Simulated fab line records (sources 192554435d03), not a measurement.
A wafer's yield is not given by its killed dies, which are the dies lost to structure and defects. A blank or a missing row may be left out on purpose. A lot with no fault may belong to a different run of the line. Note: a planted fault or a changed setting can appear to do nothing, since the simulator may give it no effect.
Matching of chambers :: flow n5_finfet :: 4 sister chambers for N5_BEOL_M0_ETCH_128 on rie_diel-06
The step etches SiCN in CF4/N2, target depth 12 nm, overetch 5.1 nm, time 21.4 s. 22 wafers are shown with their chamber, then 11 later ones without.

WAFERS, EACH WITH ITS CHAMBER
wafer: L076.3
chamber: 1
showerhead_plenum_p_Torr (Torr): 2.23
drypump_motor_current_A (A): 5.6
throttle_valve_pct (%): 15.4

wafer: L076.4
chamber: 3
showerhead_plenum_p_Torr (Torr): 2.11
drypump_motor_current_A (A): 4.9
throttle_valve_pct (%): 15.4

wafer: L076.5
chamber: 3
showerhead_plenum_p_Torr (Torr): 2.11
drypump_motor_current_A (A): 4.9
throttle_valve_pct (%): 15.5

wafer: L079.1
chamber: 3
showerhead_plenum_p_Torr (Torr): 2.11
drypump_motor_current_A (A): 4.9
throttle_valve_pct (%): 15.5

wafer: L079.2
chamber: 2
showerhead_plenum_p_Torr (Torr): 2.27
drypump_motor_current_A (A): 5.6
throttle_valve_pct (%): 15.4

wafer: L079.3
chamber: 1
showerhead_plenum_p_Torr (Torr): 2.22
drypump_motor_current_A (A): 5.5
throttle_valve_pct (%): 15.4

wafer: L083.1
chamber: 2
showerhead_plenum_p_Torr (Torr): 2.26
drypump_motor_current_A (A): 5.6
throttle_valve_pct (%): 15.4

wafer: L083.3
chamber: 3
showerhead_plenum_p_Torr (Torr): 2.11
drypump_motor_current_A (A): 5.0
throttle_valve_pct (%): 15.5

wafer: L083.5
chamber: 3
showerhead_plenum_p_Torr (Torr): 2.11
drypump_motor_current_A (A): 5.0
throttle_valve_pct (%): 15.5

wafer: L084.3
chamber: 0
showerhead_plenum_p_Torr (Torr): 2.25
drypump_motor_current_A (A): 5.2
throttle_valve_pct (%): 14.7

wafer: L084.5
chamber: 1
showerhead_plenum_p_Torr (Torr): 2.22
drypump_motor_current_A (A): 5.5
throttle_valve_pct (%): 15.5

wafer: L084.6
chamber: 2
showerhead_plenum_p_Torr (Torr): 2.26
drypump_motor_current_A (A): 5.6
throttle_valve_pct (%): 15.4

wafer: L085.3
chamber: 2
showerhead_plenum_p_Torr (Torr): 2.26
drypump_motor_current_A (A): 5.6
throttle_valve_pct (%): 15.4

wafer: L085.4
chamber: 1
showerhead_plenum_p_Torr (Torr): 2.22
drypump_motor_current_A (A): 5.6
throttle_valve_pct (%): 15.4

wafer: L085.6
chamber: 0
showerhead_plenum_p_Torr (Torr): 2.25
drypump_motor_current_A (A): 5.2
throttle_valve_pct (%): 14.8

wafer: L088.1
chamber: 3
showerhead_plenum_p_Torr (Torr): 2.10
drypump_motor_current_A (A): 4.9
throttle_valve_pct (%): 15.5

wafer: L088.3
chamber: 0
showerhead_plenum_p_Torr (Torr): 2.24
drypump_motor_current_A (A): 5.2
throttle_valve_pct (%): 14.8

wafer: L088.6
chamber: 3
showerhead_plenum_p_Torr (Torr): 2.10
drypump_motor_current_A (A): 4.9
throttle_valve_pct (%): 15.5

wafer: L090.4
chamber: 2
showerhead_plenum_p_Torr (Torr): 2.26
drypump_motor_current_A (A): 5.6
throttle_valve_pct (%): 14.9

wafer: L090.5
chamber: 1
showerhead_plenum_p_Torr (Torr): 2.21
drypump_motor_current_A (A): 5.6
throttle_valve_pct (%): 15.5

wafer: L090.6
chamber: 2
showerhead_plenum_p_Torr (Torr): 2.26
drypump_motor_current_A (A): 5.6
throttle_valve_pct (%): 14.9

wafer: L091.2
chamber: 3
showerhead_plenum_p_Torr (Torr): 2.10
drypump_motor_current_A (A): 5.0
throttle_valve_pct (%): 15.5

SIGNATURES, as means of the wafers listed above
reading: showerhead_plenum_p_Torr
chamber 0: 2.2467
chamber 1: 2.2200
chamber 2: 2.2617
chamber 3: 2.1063
scatter within a chamber: 0.00546

reading: drypump_motor_current_A
chamber 0: 5.200
chamber 1: 5.560
chamber 2: 5.600
chamber 3: 4.938
scatter within a chamber: 0.0413

reading: throttle_valve_pct
chamber 0: 14.767
chamber 1: 15.440
chamber 2: 15.233
chamber 3: 15.488
scatter within a chamber: 0.142
Rule: for each reading, subtract the chamber's mean from the wafer's reading, divide by that reading's scatter and square the result; add these up over the readings and take the root, which gives the wafer's distance from the chamber. The wafer belongs to the nearest chamber; if the next one is less than 2 further off, it can't be placed. The scatter: the root of (the sum of the squares of (reading less its chamber's mean) over the shown wafers, divided by (wafers less chambers)).

WAFERS WHOSE CHAMBER IS MISSING
wafer: L091.4
showerhead_plenum_p_Torr (Torr): 2.25
drypump_motor_current_A (A): 5.6
throttle_valve_pct (%): 14.9

wafer: L091.6
showerhead_plenum_p_Torr (Torr): 2.10
drypump_motor_current_A (A): 4.9
throttle_valve_pct (%): 15.5

wafer: L095.2
showerhead_plenum_p_Torr (Torr): 2.24
drypump_motor_current_A (A): 5.2
throttle_valve_pct (%): 14.8

wafer: L095.3
showerhead_plenum_p_Torr (Torr): 2.21
drypump_motor_current_A (A): 5.5
throttle_valve_pct (%): 15.5

wafer: L095.6
showerhead_plenum_p_Torr (Torr): 2.24
drypump_motor_current_A (A): 5.2
throttle_valve_pct (%): 14.8

wafer: L096.1
showerhead_plenum_p_Torr (Torr): 2.21
drypump_motor_current_A (A): 5.6
throttle_valve_pct (%): 15.5

wafer: L096.2
showerhead_plenum_p_Torr (Torr): 2.24
drypump_motor_current_A (A): 5.2
throttle_valve_pct (%): 14.8

wafer: L096.4
showerhead_plenum_p_Torr (Torr): 2.25
drypump_motor_current_A (A): 5.6
throttle_valve_pct (%): 14.9

wafer: L097.1
showerhead_plenum_p_Torr (Torr): 2.25
drypump_motor_current_A (A): 5.6
throttle_valve_pct (%): 14.9

wafer: L097.2
showerhead_plenum_p_Torr (Torr): 2.10
drypump_motor_current_A (A): 4.9
throttle_valve_pct (%): 15.6

wafer: L097.4
showerhead_plenum_p_Torr (Torr): 2.21
drypump_motor_current_A (A): 5.6
throttle_valve_pct (%): 15.5

WHICH CHAMBER EACH WENT THROUGH
wafer: L091.4
from the rows above: 2
in truth: 2

wafer: L091.6
from the rows above: 3
in truth: 3

wafer: L095.2
from the rows above: 0
in truth: 0

wafer: L095.3
from the rows above: 1
in truth: 1

wafer: L095.6
from the rows above: 0
in truth: 0

wafer: L096.1
from the rows above: 1
in truth: 1

wafer: L096.2
from the rows above: 0
in truth: 0

wafer: L096.4
from the rows above: 2
in truth: 2

wafer: L097.1
from the rows above: 2
in truth: 2

wafer: L097.2
from the rows above: 3
in truth: 3

wafer: L097.4
from the rows above: 1
in truth: 1
Correctly placed: 11 of 11. Number that these rows cannot place: 0. Wrongly placed: 0.
